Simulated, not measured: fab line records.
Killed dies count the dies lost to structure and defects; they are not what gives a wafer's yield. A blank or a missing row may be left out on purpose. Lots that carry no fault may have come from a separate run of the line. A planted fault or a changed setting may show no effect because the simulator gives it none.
Matching of chambers    flow nand-harc    rie-diel-05 running NHARC_A_STAIRCASE_ETCH_169: 4 sister chambers
The step etches the open film in CH3F/O2, target depth 50 nm, time 107.1 s. 24 wafers are shown with their chamber, then 12 later ones without.

EACH WAFER AND ITS CHAMBER
wafer   chamber  drypump-motor-current-A (A)  showerhead-plenum-p-Torr (Torr)  rf-vpp-V (V)
L076.2  2        6.2                          2.50                             245.8
L076.3  0        6.7                          2.32                             243.1
L076.4  1        5.3                          2.36                             242.6
L078.1  2        6.2                          2.50                             244.4
L078.3  3        5.8                          2.32                             243.1
L078.5  2        6.2                          2.50                             245.5
L083.1  2        6.2                          2.50                             245.6
L083.4  3        5.8                          2.31                             242.1
L083.6  0        6.7                          2.31                             240.5
L085.2  3        5.8                          2.31                             242.6
L085.3  0        6.7                          2.31                             243.2
L085.4  1        5.3                          2.35                             244.5
L086.1  0        6.7                          2.31                             241.4
L086.2  1        5.3                          2.35                             242.9
L086.3  2        6.2                          2.49                             246.0
L086.4  3        5.8                          2.31                             242.4
L086.5  0        6.7                          2.31                             242.0
L086.6  1        5.3                          2.35                             243.8
L088.2  0        6.7                          2.30                             241.0
L088.3  3        5.7                          2.31                             242.6
L088.5  1        5.3                          2.34                             242.3
L092.1  2        6.2                          2.48                             243.6
L092.2  1        5.3                          2.34                             242.2
L092.5  2        6.2                          2.48                             243.9

SIGNATURES, as means of the wafers listed above
reading                   chamber 0  chamber 1  chamber 2  chamber 3  scatter within a chamber
drypump-motor-current-A   6.700      5.300      6.200      5.780      0.02
showerhead-plenum-p-Torr  2.3100     2.3483     2.4929     2.3120     0.00744
rf-vpp-V                  241.867    243.050    244.971    242.560    0.912
Rule: for a wafer and a chamber, the distance is found by dividing, reading by reading, the gap between the wafer's reading and the chamber's mean by the reading's scatter, squaring, summing and taking the root. The wafer belongs to the nearest chamber; if the next one is less than 2 further off, it can't be placed. The scatter: take each reading less its chamber's mean, square it, sum over the shown wafers, divide by the number of wafers less the number of chambers, and take the root.

WAFERS WITH NO CHAMBER GIVEN
wafer   drypump-motor-current-A (A)  showerhead-plenum-p-Torr (Torr)  rf-vpp-V (V)
L094.1  6.2                          2.48                             243.4
L094.4  5.7                          2.30                             243.0
L094.5  6.2                          2.48                             244.1
L093.3  6.2                          2.48                             244.6
L093.5  5.8                          2.30                             242.1
L093.6  6.7                          2.30                             241.9
L096.1  6.7                          2.30                             241.4
L096.5  5.7                          2.30                             241.1
L096.6  6.2                          2.48                             244.5
L097.1  5.7                          2.30                             242.3
L097.4  6.7                          2.30                             241.7
L097.5  6.7                          2.30                             241.9

EACH ONE'S CHAMBER
wafer   from the rows above  in truth
L094.1  2                    2
L094.4  3                    3
L094.5  2                    2
L093.3  2                    2
L093.5  3                    3
L093.6  0                    0
L096.1  0                    0
L096.5  3                    3
L096.6  2                    2
L097.1  3                    3
L097.4  0                    0
L097.5  0                    0
Placed correctly: 12 of 12. Left unplaced by these rows: 0. Number placed wrongly: 0.
